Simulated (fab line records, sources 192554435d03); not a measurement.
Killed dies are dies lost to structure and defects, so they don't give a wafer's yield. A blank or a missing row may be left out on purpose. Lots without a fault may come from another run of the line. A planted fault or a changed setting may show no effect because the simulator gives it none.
A struck lot beside a sound one | flow n5_finfet | 39 steps out of a route of 1938
Sound: wafers L476.1, L476.2, L476.5. Struck: wafers L484.4, L484.5. The cause comes at the end.
At each step with rows: each side's tool, then ch and its chambers, then its first start. Under that, the readings that differ: sound wafers | struck wafers | difference of the means | sigmas: that difference in standard deviations of wafers without a fault.
alike: readings whose means differ by less than 2 such deviations, and words and numbers that are the same on both sides. not compared: withheld readings, readings that some wafer has no value for, bounds like >300 that may hide the same value, and numbers for which the record gives no deviation and whose values overlap.
The two part at a step that has a row with sigmas, a row that says differs or no value, or rows on one side only. Numbers that don't overlap but have no deviation are shown without sigmas and don't part them. A reading that every wafer of one side lacks parts them only if that side has two wafers or more.

first, 9 steps without rows for these wafers: N5_MOL_CONTACT_COAG_CVD_140 (deposits W, target thk 66.5 nm, time 215 s); N5_MOL_CONTACT_COAG_PRECLEAN_127 (cleans in DIW, time 57.5 s); N5_MOL_CONTACT_COAG_SRD_128 (dry time 32 s); N5_MOL_CONTACT_COAG_CMP_52 (polishes, stops on SiO2, t overpolish 1.5 s, target thk 66.5 nm); N5_MOL_CONTACT_COAG_ANNEAL_112 (time 1800 s); N5_BEOL_M0_SAQP_PECVD_00 (deposits SiCN from 3MS/NH3, target thk 8 nm, time 14 s); N5_BEOL_M0_SAQP_ILD_DEP_01 (deposits SiOC from DEMS/O2, target thk 45.419 nm, time 8.7 s); N5_BEOL_M0_SAQP_HM_DEP_02 (deposits TiN, target thk 12 nm); N5_BEOL_M0_SAQP_PECVD_03 (deposits SiCN from 3MS/NH3, target thk 12 nm, time 21.1 s).
N5_BEOL_M0_SAQP_PECVD_96: deposits a-Si from SiH4/He, target thk 45 nm, time 45.2 s.
  sound on pecvd-03 ch 0,1, day 7 23:55; struck on pecvd-03 ch 0,2, day 10 03:58
  reading                                         | sound          | struck    | difference | sigmas
  run_length_s (s)                                | 81.2 81.9 81.6 | 88.6 87.4 | +6.4       | +13
  model.a-Si_of_BEOL_M0_SAQP_PECVD_96.thk_nm (nm) | 45.6 45.2 45.6 | 51.8 52.4 | +6.6       |
  alike: heater_power_outer_w, heater_power_w, showerhead_plenum_p_Torr, throttle_valve_pct
then, 25 steps without rows for these wafers: N5_BEOL_M0_SAQP_PECVD_97 (deposits SiNx from SiH4/NH3/N2, target thk 23 nm, time 19.9 s); N5_BEOL_M0_SAQP_PECVD_04 (deposits a-Si from SiH4/He, target thk 60 nm, time 60.2 s); N5_BEOL_M0_SAQP_HM_DEP_111 (deposits SiO2 from SiH4/N2O, target thk 12 nm, time 7.2 s); N5_BEOL_M0_SAQP_COAT_81 (time 60 s, resist thk 100 nm); N5_BEOL_M0_SAQP_COAT_82 (time 60 s, resist thk 30 nm); N5_BEOL_M0_SAQP_COAT_08 (resist thk 90 nm); N5_BEOL_M0_SAQP_EBR_10; N5_BEOL_M0_SAQP_SOFTBAKE_09 (time 60 s); N5_BEOL_M0_SAQP_EXPOSE_11 (exposes mask M0 CORE, target cd 42 nm); N5_BEOL_M0_SAQP_PEB_12 (peb time 60 s); N5_BEOL_M0_SAQP_DEVELOP_13 (develop time 30 s); N5_BEOL_M0_SAQP_DESCUM_19 (chemistry O2, time 7.9 s); N5_BEOL_M0_SAQP_ETCH_83 (etches SiARC in CF4, target depth 39 nm, time 65 s); N5_BEOL_M0_SAQP_ETCH_84 (etches SOC in N2/H2, target depth 100 nm, overetch 20 nm, time 150 s); N5_BEOL_M0_SAQP_STRIP_80 (strips in N2/H2); N5_BEOL_M0_SAQP_HM_OPEN_112 (chemistry CHF3/O2, target SiO2, stops on a-Si, target depth 12 nm, time 13.5 s); N5_BEOL_M0_SAQP_STRIP_113 (strips in CHF3/O2); N5_BEOL_M0_SAQP_MANDREL_ETCH_20 (etches a-Si in HBr/Cl2, stops on SiNx, target depth 60 nm, bt time 10 s, time 30 s); N5_BEOL_M0_SAQP_STRIP_86 (strips in N2/H2); N5_BEOL_M0_SAQP_STRIP_115 (strips in post etch residue remover, time 60 s); N5_BEOL_M0_SAQP_SRD_93 (time 30 s); N5_BEOL_M0_SAQP_RECESS_114 (chemistry HF/NH3, target SiO2, target depth 14.4 nm, afs cycles 3, sublimation time 60 s); N5_BEOL_M0_SAQP_SPACER1_ALD_98 (deposits SiO2, target thk 12.8 nm, pulse time 1 s, purge time 2 s); N5_BEOL_M0_SAQP_SPACER1_ETCHBACK_99 (etches SiO2 in CHF3/O2, target depth 15.4 nm, time 7.7 s); N5_BEOL_M0_SAQP_MANDREL1_REMOVE_100 (chemistry HBr/Cl2/O2, target a-Si, stops on SiNx, bt time 10 s).
N5_BEOL_M0_SAQP_MANDREL_ETCH_103: etches a-Si in HBr/Cl2, stops on SiCN, target depth 45 nm, bt time 10 s, time 27 s.
  sound on rie_si-03 ch 0,1,2, day 8 02:22; struck on rie_si-03 ch 1,3, day 10 06:35
  reading                  | sound             | struck      | difference | sigmas
  oes_product_au (a.u.)    | 0.688 0.676 0.686 | 0.738 0.749 | +0.060     | +4
  model.etch.depth_nm (nm) | 45.65 45.25 45.61 | 51.89 52.43 | +6.66      |
  alike: HBr_flow_sccm, drypump_motor_current_A, throttle_valve_pct
  not compared: rf_hours_counter_h
N5_BEOL_M0_SAQP_SPACER2_ETCHBACK_27: etches SiO2 in CHF3/O2, target depth 22.5 nm, time 11.25 s.
  sound on rie_diel-02 ch 0,2,3, day 8 03:45; struck on rie_diel-01 ch 3, day 10 08:38
  reading                                         | sound        | struck    | difference | sigmas
  model.a-Si_of_BEOL_M0_SAQP_PECVD_96.thk_nm (nm) | 43.4 43 43.4 | 49.8 50.2 | +6.7       |
  alike: O2_flow_sccm, drypump_motor_current_A, oes_f_703_au, oes_product_au, rf_vpp_V, showerhead_plenum_p_Torr, throttle_valve_pct
  not compared: rf_hours_counter_h
-- the record jumps here: 3 days lie between the struck wafers' starts before and after (it left off in module BEOL_M0_SAQP and takes up again in module BEOL_M4, whose first step shown is number 1111 of the route) --
N5_BEOL_M4_RC_MEAS_101:
  sound on prober-02 ch 0, day 12 00:25; struck on prober-01 ch 0, day 13 17:04
  alike: DIBL_N, DIBL_P, IOFF_N, IOFF_P, ION_N, ION_P, SS_N, SS_P, VT_N, VT_P
-- the record jumps here: 4 days lie between the struck wafers' starts before and after (it left off in module BEOL_M4 and takes up again in module PASSIVATION, whose first step shown is number 1936 of the route) --
N5_PASSIVATION_PROBE_49:
  sound on prober-02, day 16 12:32; struck on prober-02, day 18 04:59
  alike: defect_limited_yield, killed_at_M0_to_M3, killed_at_M4_up, killed_at_contacts, killed_at_front_end, killed_at_other, killed_dies, killed_open, killed_short, sort_bin_4_leakage, sort_bin_5_function, sort_bin_6_memory, sort_n_pass, sort_yield_pct

WHERE THEY PART
First at N5_BEOL_M0_SAQP_PECVD_96; last, within this record, at N5_BEOL_M0_SAQP_MANDREL_ETCH_103. Later steps at which nothing parts them and some readings are alike: N5_BEOL_M0_SAQP_SPACER2_ETCHBACK_27, N5_BEOL_M4_RC_MEAS_101, N5_PASSIVATION_PROBE_49.

WHY: what the simulator had put in
Process parameter drift: pecvd-03, from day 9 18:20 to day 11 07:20, at N5_BEOL_M0_SAQP_PECVD_96. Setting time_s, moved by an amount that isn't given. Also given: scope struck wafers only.
